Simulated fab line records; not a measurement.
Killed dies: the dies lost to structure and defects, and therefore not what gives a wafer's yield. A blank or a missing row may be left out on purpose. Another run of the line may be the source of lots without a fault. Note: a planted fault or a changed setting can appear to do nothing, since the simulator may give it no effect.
Which tool is to blame? | flow n5Finfet | Sampling: 12 lots, 34 wafers, 2 of 1938 route steps

== WHAT EACH GAUGE READ, for each wafer ==
N5_BEOL_M4_RS_MEAS_58: measurement is done with a four-point probe. Usual: M4_RS gives 0.68 ohm/sq (standard deviation 0.031).
lot  | measured     | on           | M4_RS (ohm/sq) | flag
L163 | day 9 07:41  | filmMetro-02 | 0.67 0.67 0.67 | 
L166 | day 9 22:36  | filmMetro-02 | 0.70 0.70      | 
L168 | day 10 22:24 | filmMetro-02 | 0.74 0.66 0.72 | 
L170 | day 11 01:20 | filmMetro-01 | 0.65 0.70 0.68 | 
L171 | day 11 05:53 | filmMetro-02 | 0.72 0.66 0.64 | 
L172 | day 11 06:58 | filmMetro-02 | 0.69 0.73 0.71 | 
L173 | day 11 12:41 | filmMetro-01 | 0.70 0.67 0.67 | 
L176 | day 11 22:04 | filmMetro-02 | 0.70 0.65      | 
L180 | day 13 03:47 | filmMetro-02 | 0.67 0.72 0.66 | 
L181 | day 13 05:59 | filmMetro-02 | 0.68 0.68 0.73 | 
L179 | day 13 13:53 | filmMetro-01 | 0.64 0.62 0.62 | 
L184 | day 14 03:53 | filmMetro-02 | 0.69 0.66 0.69 | 

== WHICH TOOL RAN EACH LOT (tool, then ch and the chambers of the sampled wafers, then the start) ==
lot  | N5_BEOL_M4_ANNEAL_82
L163 | pvdSputter-03, day 9 03:56
L166 | pvdSputter-03, day 9 20:19
L168 | pvdSputter-01, day 10 20:05
L170 | pvdSputter-01, day 10 23:01
L171 | pvdSputter-03, day 11 02:49
L172 | pvdSputter-01, day 11 04:02
L173 | pvdSputter-01, day 11 10:22
L176 | pvdSputter-03, day 11 19:24
L180 | pvdSputter-02, day 13 01:30
L181 | pvdSputter-02, day 13 03:41
L179 | pvdSputter-03, day 13 10:40
L184 | pvdSputter-01, day 14 01:36
- N5_BEOL_M4_ANNEAL_82: time 240 s.

== AS READ BY THE TOOLS THEMSELVES (means over the sampled wafers that have a number; for cases with no such wafer, the mark the record gives instead) ==
N5_BEOL_M4_ANNEAL_82. Usual: heaterPowerW 857 W, standard deviation 91; susceptorTempC 400.02 C, standard deviation 0.23.
lot  | tool          | heaterPowerW (W) | susceptorTempC (C) | flag
L163 | pvdSputter-03 | 789              | 400.21             | 
L166 | pvdSputter-03 | 810              | 399.98             | 
L168 | pvdSputter-01 | 883              | 400.02             | 
L170 | pvdSputter-01 | 883              | 400.00             | 
L171 | pvdSputter-03 | 773              | 400.06             | 
L172 | pvdSputter-01 | 887              | 400.07             | 
L173 | pvdSputter-01 | 942              | 400.02             | 
L176 | pvdSputter-03 | 830              | 399.70             | 
L180 | pvdSputter-02 | 832              | 399.95             | 
L181 | pvdSputter-02 | 824              | 399.97             | 
L179 | pvdSputter-03 | 842              | 400.11             | 
L184 | pvdSputter-01 | 914              | 399.97             | 

== THE ANSWER, worked out from the rows above alone ==
Rule: a lot is off if the mean of its wafers that have a number lies more than 3 standard deviations from the usual mean. A lot without any number at a reading at which 4 lots or more have one is off too. All remaining lots with rows at the step are treated as sound. The gauges are gone through in route order, then the tools' own readings, and for those a lot's mean is taken as printed above. At the first step where some lot is off, the reading lying furthest off is the one used; lots without a number count as furthest.
No lot is off on any of the readings shown, so nothing can be concluded from this.

== WHAT THE SIMULATOR HAD PUT IN ==
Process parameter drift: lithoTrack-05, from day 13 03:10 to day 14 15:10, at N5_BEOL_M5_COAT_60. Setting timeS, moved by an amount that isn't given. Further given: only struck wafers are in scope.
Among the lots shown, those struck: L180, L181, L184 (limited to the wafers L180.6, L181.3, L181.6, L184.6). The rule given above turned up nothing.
